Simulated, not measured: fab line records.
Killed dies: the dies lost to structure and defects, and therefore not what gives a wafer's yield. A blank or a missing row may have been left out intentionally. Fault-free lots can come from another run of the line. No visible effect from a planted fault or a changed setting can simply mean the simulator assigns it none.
fab line records | flow n5-finfet
record lots=5 | wafers=14 | last-day=16
route steps=1938 shown MOL_CONTACT_COAG@624 BEOL_M0_SAQP@632 BEOL_M4@1111 PASSIVATION@1936
lots that met no fault: from a run of the same line without faults
start-h: hours from the record's opening day to when the first of the lot's shown wafers began | wait-h: time in hours since the lot's previous step | " the same as in the row above | L1.1+2: one row covering several wafers at once | - value missing, or start not given | * or withheld: withheld | < > ~ a bound
route shown NAME@n: a module of which the file shows steps, and the number in the route of the first | usual: average and standard deviation across the fault-free wafers | same: alike in all rows | chamber/n: place in a boat | sites: each site's reading | _std_site: the standard deviation of these | _edge_site: outer sites' mean less inner sites' | radius-mm: for every site, how far away it sits from the centre of the wafer | mask NAME#n: copy n | behind: the most recent tool/chamber to have shaped the wafer | hold: the reason the lot was held/the length of the hold in hours/how it ended | device: transistor that didn't switch, given as n, p or np | end of line: the tests these same wafers got at the end of their route | a step with no rows: only its recipe | killed: dies lost to structure and defects at the first sort, not the wafer's yield | map: a wafer's dies, x killed, . not, _ none there
set.NAME: the setting the step ran with; set.NAME@STEP: the setting that earlier step ran with | model.NAME: the simulator's own value behind a step, which no gauge read
certain route steps with their lots: each step a table, each wafer a row
services: from which hour (start-h, from the record's first day; less than 0 if before it) a tool's chamber was out of use, for how many hours, and why
## steps
# step N5_MOL_CONTACT_COAG_CVD_140
# recipe material=W | target-thk-a=665 | mode=selective-fill | temp-c=300 | time-s=215
# step N5_MOL_CONTACT_COAG_PRECLEAN_127
# recipe chemistry=DIW | time-s=57.5 | temp-c=23
# step N5_MOL_CONTACT_COAG_SRD_128
# recipe dry-time-s=32 | dry=n2-spin | spin-rpm=1500
# step N5_MOL_CONTACT_COAG_CMP_52
# recipe stop-on=SiO2 | t-overpolish-s=1.5 | post-cmp-clean=w-dilute-nh4oh | down-force-psi=4 | platen-rpm=50.289 | pad-velocity-m-s=1.0006 | target-thk-nm=66.5
# step N5_MOL_CONTACT_COAG_ANNEAL_112
# recipe temp-c=400 | time-s=1800 | ambient=HPD2 | pressure-atm=10
# step N5_BEOL_M0_SAQP_PECVD_00
# recipe material=SiCN | target-thk-a=80 | temp-c=withheld | precursor=3MS/NH3 | pressure-torr=3 | rf-w=202 | time-s=14
# step N5_BEOL_M0_SAQP_ILD_DEP_01
# recipe material=SiOC | target-thk-a=454.19 | temp-c=350 | precursor=DEMS/O2 | pressure-torr=5 | rf-w=500 | time-s=8.7
# step N5_BEOL_M0_SAQP_HM_DEP_02
# recipe material=TiN | target-thk-a=120 | temp-c=25 | chamber-pressure-pa=0.49996
# step N5_BEOL_M0_SAQP_PECVD_03
# recipe material=SiCN | target-thk-a=120 | temp-c=withheld | precursor=3MS/NH3 | pressure-torr=3 | rf-w=202 | time-s=21.1
# step N5_BEOL_M0_SAQP_PECVD_96
# recipe material=a-Si | target-thk-a=450 | temp-c=350 | precursor=SiH4/He | pressure-torr=3 | rf-w=100 | time-s=45.2
# usual heater-power-w=610/85 | run-length-s=81.1/0.52 | showerhead-plenum-p-Torr=5.66/0.032 | throttle-valve-pct=18.3/1
lot.wafer | tool     | chamber | start-h | wait-h | heater-power-w | run-length-s | showerhead-plenum-p-Torr | throttle-valve-pct | model.a-Si_of_BEOL_M0_SAQP_PECVD_96.thk-nm
L251.2    | pecvd-01 | 1       | 192.31  | 0.0    | 610            | 80.9         | 5.71                     | 20.0               | 45
L251.4    | "        | 0       | "       | "      | 642            | 80.8         | 5.69                     | 18.7               | 45
L253.1    | pecvd-02 | 2       | 215.67  | 0.0    | 661            | 82.5         | 5.60                     | 18.0               | 45.8
L253.2    | "        | 0       | "       | "      | 760            | 80.6         | 5.68                     | 19.1               | 45
L253.5    | "        | 1       | "       | "      | 600            | 81.0         | 5.67                     | 19.1               | 45.6
L255.3    | pecvd-01 | 0       | 216.64  | 0.0    | 640            | 57.3         | 5.70                     | 18.8               | 21.6
L255.4    | "        | 2       | "       | "      | 614            | 81.1         | 5.70                     | 17.4               | 46
L255.5    | "        | 1       | "       | "      | 573            | 58.1         | 5.70                     | 19.8               | 22.6
L256.2    | pecvd-01 | 1       | 224.01  | 0.0    | 603            | 80.7         | 5.69                     | 19.7               | 45
L256.3    | "        | 0       | "       | "      | 693            | 57.8         | 5.69                     | 19.1               | 22
L256.5    | "        | 0       | "       | "      | 697            | 57.5         | 5.69                     | 18.9               | 22
L257.2    | pecvd-01 | 0       | 226.06  | 0.0    | 658            | 81.1         | 5.70                     | 19.0               | 44.2
L257.5    | "        | 0       | "       | "      | 678            | 57.7         | 5.69                     | 19.0               | 21
L257.6    | "        | 1       | "       | "      | 569            | 81.1         | 5.72                     | 19.8               | 45.2
# step N5_BEOL_M0_SAQP_PECVD_97
# recipe material=SiNx | target-thk-a=230 | temp-c=350 | precursor=SiH4/NH3/N2 | pressure-torr=1.5 | rf-w=300 | time-s=19.9
# step N5_BEOL_M0_SAQP_PECVD_04
# recipe material=a-Si | target-thk-a=600 | temp-c=350 | precursor=SiH4/He | pressure-torr=3 | rf-w=100 | time-s=60.2
# step N5_BEOL_M0_SAQP_HM_DEP_111
# recipe material=SiO2 | target-thk-a=120 | temp-c=400 | precursor=SiH4/N2O | pressure-torr=0.75 | rf-w=275 | time-s=7.2
# step N5_BEOL_M0_SAQP_COAT_81
# recipe resist=SOC | temp-c=250 | time-s=60 | spin-rpm=1500 | resist-thk-nm=100
# step N5_BEOL_M0_SAQP_COAT_82
# recipe resist=SiARC | temp-c=220 | time-s=60 | spin-rpm=1500 | resist-thk-nm=30
# step N5_BEOL_M0_SAQP_COAT_08
# recipe resist=CAR-ArF | spin-rpm=1500 | resist-thk-nm=90
# step N5_BEOL_M0_SAQP_EBR_10
# recipe solvent=PGMEA | ebr-width-mm=1.5
# step N5_BEOL_M0_SAQP_SOFTBAKE_09
# recipe temp-c=110 | time-s=60 | resist=CAR-ArF
# step N5_BEOL_M0_SAQP_EXPOSE_11
# recipe mask-id=M0_CORE | na=1.35 | source-shape=dipole | sigma-inner=0.538 | sigma-outer=0.738 | polarization=te | target-cd-nm=42 | dose-mj=55
# step N5_BEOL_M0_SAQP_PEB_12
# recipe peb-temp-c=withheld | peb-time-s=60 | resist=CAR-ArF
# step N5_BEOL_M0_SAQP_DEVELOP_13
# recipe develop-time-s=30 | developer=TMAH | resist=CAR-ArF | dev-temp-c=23 | rinse-liquid=diw | dry=air-spin
# step N5_BEOL_M0_SAQP_DESCUM_19
# recipe chemistry=O2 | time-s=7.9 | source-power-w=50 | bias-power-w=20 | pressure-mtorr=20 | rf-frequency-hz=2.712e+07 | temp-c=40 | resist=CAR-ArF | o2-flow-sccm=225
# step N5_BEOL_M0_SAQP_ETCH_83
# recipe chemistry=CF4 | target=SiARC | target-depth-a=390 | mask-material=CAR-ArF | time-s=65 | ion-energy-ev=80 | pressure-mtorr=40 | source-w=545 | bias-w=36 | Ar_flow_sccm=100 | cf4-flow-sccm=100 | ends=cleared
# step N5_BEOL_M0_SAQP_ETCH_84
# recipe chemistry=N2/H2 | target=SOC | target-depth-a=1000 | overetch-a=200 | mask-material=SiARC | temp-c=40 | time-s=150 | ion-energy-ev=200 | pressure-mtorr=30 | source-w=840 | bias-w=150 | n2-flow-sccm=200 | h2-flow-sccm=200
# step N5_BEOL_M0_SAQP_STRIP_80
# recipe chemistry=N2/H2 | temp-c=40 | n2-flow-sccm=200 | h2-flow-sccm=200 | rf-frequency-hz=6e+07
# step N5_BEOL_M0_SAQP_HM_OPEN_112
# recipe chemistry=CHF3/O2 | target=SiO2 | stop-on=a-Si | target-depth-a=120 | over-etch-frac=1.25 | mask-material=SOC | time-s=13.5 | pressure-mtorr=30 | source-w=650 | bias-w=170 | Ar_flow_sccm=200 | CHF3_flow_sccm=50 | O2_flow_sccm=5 | ion-energy-ev=200 | ends=end-point
# step N5_BEOL_M0_SAQP_STRIP_113
# recipe chemistry=CHF3/O2 | resist=SiARC | rf-frequency-hz=6e+07
# step N5_BEOL_M0_SAQP_MANDREL_ETCH_20
# recipe target-depth-a=600 | chemistry=HBr/Cl2 | target=a-Si | stop-on=SiNx | bt-time-s=10 | mask-material=SOC | over-etch-frac=0.5 | time-s=30 | pressure-mtorr=10 | icp-w=800 | bias-w=75 | HBr_flow_sccm=150 | Cl2_flow_sccm=80 | ends=end-point
# step N5_BEOL_M0_SAQP_STRIP_86
# recipe chemistry=N2/H2 | power-w=500 | temp-c=40 | pressure-mtorr=50 | rf-frequency-hz=6e+07 | overash-fraction=0.3 | bias-power-w=28 | h2-frac=0.5 | n2-flow-sccm=300 | h2-flow-sccm=300
# step N5_BEOL_M0_SAQP_STRIP_115
# recipe chemistry=post-etch-residue-remover | time-s=60 | temp-c=25 | remover-ph=withheld | remover-water-wt-pct=withheld | remover-fluoride-wt-pct=withheld
# step N5_BEOL_M0_SAQP_SRD_93
# recipe dry=ipa-marangoni | time-s=30 | temp-c=23 | rinse-liquid=diw
# step N5_BEOL_M0_SAQP_RECESS_114
# recipe chemistry=HF/NH3 | target=SiO2 | target-depth-a=144 | afs-cycles=3 | temp-c=30 | sublimation-temp-c=180 | sublimation-time-s=60
# step N5_BEOL_M0_SAQP_SPACER1_ALD_98
# recipe material=SiO2 | target-thk-a=128 | temp-c=300 | ald-precursor-family=BDEAS | ald-co-reactant=O2-plasma | pulse-time-s=1 | purge-time-s=2 | co-reactant-purge-time-s=2 | ald-cycles=138 | pressure-torr=2
# step N5_BEOL_M0_SAQP_SPACER1_ETCHBACK_99
# recipe chemistry=CHF3/O2 | mode=anisotropic-etchback | target=SiO2 | target-depth-a=154 | time-s=7.7 | pressure-mtorr=30 | source-w=650 | bias-w=170 | Ar_flow_sccm=200 | CHF3_flow_sccm=50 | O2_flow_sccm=5 | ion-energy-ev=200
# step N5_BEOL_M0_SAQP_MANDREL1_REMOVE_100
# recipe chemistry=HBr/Cl2/O2 | bt-time-s=10 | target=a-Si | stop-on=SiNx | endpoint=OES-SiCl | over-etch-frac=0.85 | icp-w=600 | bias-w=30 | HBr_flow_sccm=150 | Cl2_flow_sccm=80 | O2_flow_sccm=5 | pressure-mtorr=10
# step N5_BEOL_M0_SAQP_MANDREL_ETCH_103
# recipe chemistry=HBr/Cl2 | target=a-Si | target-depth-a=450 | bt-time-s=10 | stop-on=SiCN | mask-material=SiO2 | over-etch-frac=0.8 | time-s=27 | pressure-mtorr=10 | icp-w=800 | bias-w=75 | HBr_flow_sccm=150 | Cl2_flow_sccm=80 | ends=end-point
# usual drypump-motor-current-A=5.9/0.5 | he-backside-leak-sccm=2.8/0.47 | oes-product-au=0.686/0.015 | throttle-valve-pct=35.4/0.39
lot.wafer | tool      | chamber | start-h | wait-h | drypump-motor-current-A | he-backside-leak-sccm | oes-product-au | rf-hours-counter-h | throttle-valve-pct | model.etch.depth-nm
L251.2    | rie-si-02 | 3       | 196.21  | 0.0    | 4.8                     | 2.5                   | 0.689          | 4                  | 34.9               | 45.06
L251.4    | "         | 1       | "       | "      | 5.3                     | 2.8                   | 0.672          | 6                  | 35.3               | 44.94
L253.1    | rie-si-06 | 1       | 218.52  | 0.0    | 6.6                     | 2.8                   | 0.690          | 59                 | 35.4               | 45.77
L253.2    | "         | 2       | "       | "      | 5.8                     | 2.5                   | 0.660          | 86                 | 35.3               | 44.97
L253.5    | "         | 1       | "       | "      | 6.6                     | 2.7                   | 0.690          | -                  | 35.4               | 45.54
L255.3    | rie-si-06 | 2       | 219.62  | 0.0    | 5.8                     | 2.6                   | 0.458          | 86                 | 35.8               | 21.63
L255.4    | "         | 1       | "       | "      | 6.6                     | 2.6                   | 0.693          | -                  | 35.4               | 45.92
L255.5    | "         | 0       | "       | "      | 5.7                     | 2.6                   | 0.500          | -                  | 36.5               | 22.61
L256.2    | rie-si-06 | 3       | 226.68  | 0.0    | 6.6                     | 2.3                   | 0.672          | 34                 | 35.6               | 45.06
L256.3    | "         | 0       | "       | "      | 5.7                     | 2.6                   | 0.486          | 3                  | 36.5               | 21.91
L256.5    | "         | 2       | "       | "      | 5.8                     | 2.6                   | 0.465          | -                  | 35.8               | 21.91
L257.2    | rie-si-06 | 2       | 228.49  | 0.0    | 5.9                     | 2.7                   | 0.653          | 86                 | 35.4               | 44.21
L257.5    | "         | 1       | "       | "      | 6.6                     | 2.7                   | 0.478          | -                  | 35.9               | 20.94
L257.6    | "         | 2       | "       | "      | 5.8                     | 2.6                   | 0.660          | -                  | 35.3               | 45.16
# step N5_BEOL_M0_SAQP_SPACER2_ETCHBACK_27
# recipe chemistry=CHF3/O2 | mode=anisotropic-etchback | target=SiO2 | target-depth-a=225 | time-s=11.25 | pressure-mtorr=30 | source-w=650 | bias-w=170 | Ar_flow_sccm=200 | CHF3_flow_sccm=50 | O2_flow_sccm=5 | ion-energy-ev=200
# usual drypump-motor-current-A=5.5/0.33 | oes-product-au=0.77/0.084 | rf-vpp-V=526/10 | showerhead-plenum-p-Torr=2.43/0.057 | throttle-valve-pct=19.02/0.26
lot.wafer | tool        | chamber | start-h | wait-h | drypump-motor-current-A | oes-product-au | rf-hours-counter-h | rf-vpp-V | showerhead-plenum-p-Torr | throttle-valve-pct | model.a-Si_of_BEOL_M0_SAQP_PECVD_96.thk-nm
L251.2    | rie-diel-06 | 1       | 197.64  | 0.3    | 5.9                     | 0.70           | 219                | 522      | 2.48                     | 19.14              | 42.8
L251.4    | "           | 2       | "       | "      | 5.0                     | 0.87           | 65                 | 516      | 2.43                     | 18.78              | 42.6
L253.1    | rie-diel-01 | 3       | 219.90  | 0.3    | 5.2                     | 0.69           | 236                | 525      | 2.34                     | 18.96              | 43.6
L253.2    | "           | 2       | "       | "      | 5.8                     | 0.71           | 221                | 534      | 2.41                     | 19.47              | 42.8
L253.5    | "           | 1       | "       | "      | 5.5                     | 0.72           | -                  | 537      | 2.48                     | 18.97              | 43.4
L255.3    | rie-diel-01 | 3       | 221.08  | 0.4    | 5.2                     | 0.69           | 237                | 524      | 2.34                     | 18.96              | 19.4
L255.4    | "           | 0       | "       | "      | 5.3                     | 0.85           | -                  | 528      | 2.44                     | 19.11              | 43.6
L255.5    | "           | 3       | "       | "      | 5.2                     | 0.69           | -                  | 524      | 2.34                     | 18.96              | 20.4
L256.2    | rie-diel-01 | 2       | 228.79  | 0.3    | 5.9                     | 0.71           | 223                | 535      | 2.41                     | 19.45              | 42.8
L256.3    | "           | 0       | "       | "      | 5.3                     | 0.85           | 51                 | 527      | 2.44                     | 19.11              | 19.6
L256.5    | "           | 1       | "       | "      | 5.6                     | 0.73           | -                  | 535      | 2.48                     | 18.97              | 19.8
L257.2    | rie-diel-06 | 2       | 230.03  | 0.3    | 5.0                     | 0.86           | 74                 | 518      | 2.43                     | 18.79              | 42
L257.5    | "           | 1       | "       | "      | 5.9                     | 0.70           | -                  | 521      | 2.47                     | 19.15              | 18.6
L257.6    | "           | 0       | "       | "      | 5.3                     | 0.75           | -                  | 535      | 2.51                     | 18.88              | 42.8
# step N5_BEOL_M4_RC_MEAS_101
# usual DIBL_N=36.0/2 | DIBL_P=35.9/2.5 | IOFF_N=0.16/0.038 | IOFF_P=0.21/0.04 | ION_N=675/14 | ION_P=462/9.4 | SS_N=71.5/0.75 | SS_P=73.2/0.74 | VT_N=250/3.9 | VT_P=-251/3.2
lot.wafer | tool      | chamber | start-h | wait-h | DIBL_N[mV/V] | DIBL_P[mV/V] | IOFF_N[nA/um] | IOFF_P[nA/um] | ION_N[uA/um] | ION_P[uA/um] | SS_N[mV/dec] | SS_P[mV/dec] | VT_N[mV] | VT_P[mV]
L251.2    | prober-01 | 0       | 243.06  | 0.2    | 35.5         | 33.9         | 0.15          | 0.19          | 667          | 450          | 72.2         | 72.3         | 248      | -249
L251.4    | "         | 0       | "       | "      | 35.4         | 34.9         | 0.15          | 0.21          | 655          | 448          | 71.9         | 73.4         | 250      | -250
L253.1    | prober-01 | 0       | 267.94  | 0.0    | 36.5         | 35.5         | 0.16          | 0.18          | 661          | 451          | 71.1         | 72.7         | 249      | -250
L253.2    | "         | 0       | "       | "      | 32.4         | 33.8         | 0.12          | 0.18          | 688          | 483          | 70.5         | 72.6         | 251      | -251
L253.5    | "         | 0       | "       | "      | 35.1         | 36.1         | 0.15          | 0.20          | 675          | 463          | 70.7         | 72.5         | 248      | -251
L255.3    | prober-02 | 0       | 270.17  | 0.3    | 35.7         | 37.3         | 0.16          | 0.21          | 669          | 464          | 71.5         | 73.7         | 249      | -246
L255.4    | "         | 0       | "       | "      | 34.4         | 36.1         | 0.13          | 0.18          | 686          | 473          | 71.0         | 73.1         | 256      | -251
L255.5    | "         | 0       | "       | "      | 33.3         | 34.8         | 0.12          | 0.18          | 656          | 459          | 71.2         | 72.7         | 255      | -253
L256.2    | prober-02 | 0       | 272.91  | 0.2    | 39.4         | 38.9         | 0.21          | 0.26          | 692          | 467          | 72.4         | 73.6         | 244      | -247
L256.3    | "         | 0       | "       | "      | 36.2         | 35.8         | 0.14          | 0.20          | 678          | 467          | 71.9         | 72.8         | 251      | -249
L256.5    | "         | 0       | "       | "      | 40.1         | 41.3         | 0.23          | 0.30          | 697          | 476          | 71.4         | 73.6         | 244      | -247
L257.2    | prober-01 | 0       | 273.82  | 0.2    | 35.2         | 34.2         | 0.16          | 0.20          | 699          | 475          | 71.1         | 72.6         | 248      | -249
L257.5    | "         | 0       | "       | "      | 36.8         | 36.5         | 0.20          | 0.26          | 703          | 484          | 71.5         | 74.2         | 244      | -247
L257.6    | "         | 0       | "       | "      | 35.3         | 32.2         | 0.15          | 0.18          | 668          | 454          | 72.0         | 72.8         | 250      | -251
# step N5_PASSIVATION_PROBE_49
# usual defect-limited-yield=91.3/1.5 | killed_at_M0_to_M3=33/12 | killed_at_M4_up=15/5.2 | killed-at-contacts=12/5.1 | killed-at-front-end=39/11 | killed-at-other=5/3.6 | killed-dies=103/18 | killed-on-rim=14/4.3 | killed-open=67/13 | killed-short=33/7.8 | sort_bin_5_function=5.1/0.96 | sort_bin_6_memory=3.2/0.71 | sort-n-pass=1077/18 | sort-yield-pct=91.3/1.5
# same gross-dies=1180 | killed-at-back-side=0 | sort_bin_4_leakage[%]=0 | sort_bin_8_speed[%]=0
lot.wafer | tool      | chamber | start-h | wait-h | defect-limited-yield[%] | killed_at_M0_to_M3 | killed_at_M4_up | killed-at-contacts | killed-at-front-end | killed-at-other | killed-dies | killed-on-rim | killed-open | killed-short | sort_bin_5_function[%] | sort_bin_6_memory[%] | sort-n-pass | sort-yield-pct[%]
L251.4    | prober-02 | -       | 348.94  | 0.2    | 92.2                    | 14                 | 12              | 9                  | 49                  | 8               | 92          | 14            | 62          | 30           | 4.7                    | 2.9                  | 1088        | 92.2
# killed by level:class
L251.4 FIN_SAQP:geometric-particle:open=11 STI_FIN_REVEAL:geometric-particle:open=9 FIN_SAQP:geometric-particle:short=8 MOL_CONTACT_COAG:geometric-particle:open=8 GATE_CUT:geometric-particle:short=7 BEOL_M4:geometric-particle:open=5 STARTING-WAFER:geometric-particle:open=5 BEOL_M0_SAQP:geometric-particle:open=4
## services
tool        | chamber | start-h | hours | kind
pecvd-02    | -       | 199.08  | 14.6  | pm
rie-si-06   | 3       | 217.52  | 6.3   | repair
rie-diel-01 | 2       | 220.13  | 3.2   | repair
## key
first-sign step=N5_BEOL_M0_SAQP_PECVD_96 | reading=run-length-s | direction=down | sigmas=45 | usual=* | struck=*
effect step=N5_BEOL_M0_SAQP_MANDREL_ETCH_103 | reading=oes-product-au | direction=down | sigmas=14 | usual=0.686 | struck=0.477
model-effect step=N5_BEOL_M0_SAQP_PECVD_96 | value=a-Si_of_BEOL_M0_SAQP_PECVD_96.thk-nm | without=45.12 | struck=21.84
model-effect step=N5_BEOL_M0_SAQP_MANDREL_ETCH_103 | value=etch.depth-nm | without=45.13 | struck=21.8
model-effect step=N5_BEOL_M0_SAQP_SPACER2_ETCHBACK_27 | value=a-Si_of_BEOL_M0_SAQP_PECVD_96.thk-nm | without=42.92 | struck=19.56
met-at N5_BEOL_M0_SAQP_PECVD_96
struck-wafers L255.3,L255.5,L256.3,L256.5,L257.5
onset-between 192.31 216.64
fault kind=process-parameter-drift | tool=pecvd-01 | chamber=- | onset-h=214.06 | steps=N5_BEOL_M0_SAQP_PECVD_96 | channel=time-s | offset=* | shape=step | end-h=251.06 | scope=struck-wafers-only | acts-in=* | stated=*
